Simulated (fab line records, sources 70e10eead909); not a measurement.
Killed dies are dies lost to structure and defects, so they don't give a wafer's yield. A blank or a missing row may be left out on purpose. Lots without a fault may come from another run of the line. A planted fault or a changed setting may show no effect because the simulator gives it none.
Problem report in the 8D (eight disciplines) form, filled by code | flow nand_harc | the parts of the form that need people (team, actions taken, sign-off) are left out

1. THE PROBLEM
killed_at_periphery at NHARC_END_SORT_01 reads a mean of 618.3 on 6 wafers of 2 lots; wafers without a fault read 3.5 with a standard deviation of 2.7. That is +99 or more standard deviations from the usual mean.
First seen on wafer L845.3, day 27 09:34, on prober-01. The record holds 6 wafers of 2 lots with a number at this step. Rule for "out", or "out of limits": more than 4 standard deviations from the usual mean. The other wafers with a number count as sound.

2. WHAT IT IS AND WHAT IT IS NOT
question                    | is                               | is not
which readings at this step | killed_at_periphery, killed_dies | killed_at_array, killed_open, killed_short
which lots                  | L845, L848                       | -
which wafers of those lots  | all that have a number           | -
read on which gauges        | prober-01                        | -
when                        | from day 27 09:34                | up to then (0 sound wafers)

3. SUSPECTS, AND WHAT RULES EACH OUT
Counting: a tool at a process step up to the reading stays a suspect if it ran every lot that is out and no sound lot after the first of them.
- the gauge at NHARC_END_SORT_01: kept. All the wafers that are out were read on prober-01, and no step on other tools shows them out.
- lpcvd-02 at NHARC_P_STI_HM_DEP_30 (deposits Si3N4, target thk 80 nm, time 873 s): kept. It ran every lot that is out, first L845 (day 5 23:38), and no sound lot after that.
Left after counting: lpcvd-02 at NHARC_P_STI_HM_DEP_30, prober-01 at NHARC_END_SORT_01.

4. THE CAUSE (what the simulator had put in)
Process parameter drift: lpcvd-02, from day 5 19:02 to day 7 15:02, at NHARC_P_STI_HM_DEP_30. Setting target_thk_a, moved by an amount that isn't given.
Counting left 2 suspects, and this tool is among them.

5. THE CHAIN OF EFFECTS, in route order
Each row: a reading whose mean over the struck wafers that have a number lies more than 3 standard deviations from the usual. Only readings for which the record gives a usual standard deviation are gone through. hours: the time from each lot's start at the first step in this table that gives one to its start at this step, as a median over the lots. sigmas: the change in usual standard deviations.
hours | step              | reading             | usual | on struck wafers | change | sigmas
0     | NHARC_END_SORT_01 | killed_at_periphery | 3.5   | 618.3            | +614.8 | +99 or more
0     | NHARC_END_SORT_01 | killed_dies         | 60    | 677              | +617   | +31

6. WHAT WOULD HAVE CAUGHT IT SOONER
In this record the first reading out of limits at a measuring or inspecting step was taken at day 27 09:34, 519 hours after the fault began at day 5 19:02.
Of the tool readings at NHARC_P_STI_HM_DEP_30 for which the record gives a usual standard deviation, none was out on any struck wafer, so an alarm limit of 4 standard deviations on them would not have fired.
All the lots that are out (2) had begun NHARC_P_STI_HM_DEP_30 on lpcvd-02 by day 27 09:34. A hold on the tool at that time would have spared none of them.
